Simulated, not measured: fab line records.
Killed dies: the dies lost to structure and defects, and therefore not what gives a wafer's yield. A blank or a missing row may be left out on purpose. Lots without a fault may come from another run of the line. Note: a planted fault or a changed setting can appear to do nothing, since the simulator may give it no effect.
Which tool is to blame? + flow n5_finfet + at 1 step of a route of 1938, 11 lots with 33 wafers sampled

WHAT THE GAUGES SHOWED, per wafer
N5_BEOL_M14_INSPECT_30: inspects for defects (macro). Usual: raw_defect_count reads 2.0 (standard deviation 1.4).
| lot  | measured     | on                | raw_defect_count | flag |
|------|--------------|-------------------|------------------|------|
| L827 | day 11 05:59 | defect_inspect-02 | 0 1 1            |      |
| L831 | day 12 07:03 | defect_inspect-02 | 2 1 4            |      |
| L833 | day 12 11:03 | defect_inspect-01 | 1 0 2            |      |
| L832 | day 12 13:26 | defect_inspect-02 | 0 5 1            |      |
| L836 | day 13 20:17 | defect_inspect-01 | 0 2 4            |      |
| L842 | day 15 06:44 | defect_inspect-02 | 2 3 5            |      |
| L844 | day 15 18:58 | defect_inspect-02 | 2 2 1            |      |
| L845 | day 16 03:14 | defect_inspect-01 | 0 2 3            |      |
| L846 | day 16 09:59 | defect_inspect-01 | 4 2 1            |      |
| L850 | day 17 05:47 | defect_inspect-01 | 1 4 2            |      |
| L848 | day 17 06:09 | defect_inspect-02 | 1 2 3            |      |

EACH LOT AND THE TOOL THAT RAN IT (in order: tool; ch and the chambers of the sampled wafers; start)
The record holds no process step before these readings.

WHAT THE TOOLS THEMSELVES READ (means of the sampled wafers that have a number; where no wafer has one, the mark that the record gives instead)
The record holds no such reading with a usual standard deviation.

THE ANSWER, worked out from the rows above alone
Rule: a lot is off if the mean of its wafers that have a number lies more than 3 standard deviations from the usual mean. Also off: a lot with no number at a reading for which 4 or more lots have one. The other lots that the step has rows for count as sound. The gauges are gone through in route order, then the tools' own readings, and for those a lot's mean is taken as printed above. At the first step where some lot is off, the reading lying furthest off is the one used; lots without a number count as furthest.
Nothing can be told from this: no lot is off at any reading shown.

WHAT THE SIMULATOR HAD PUT IN
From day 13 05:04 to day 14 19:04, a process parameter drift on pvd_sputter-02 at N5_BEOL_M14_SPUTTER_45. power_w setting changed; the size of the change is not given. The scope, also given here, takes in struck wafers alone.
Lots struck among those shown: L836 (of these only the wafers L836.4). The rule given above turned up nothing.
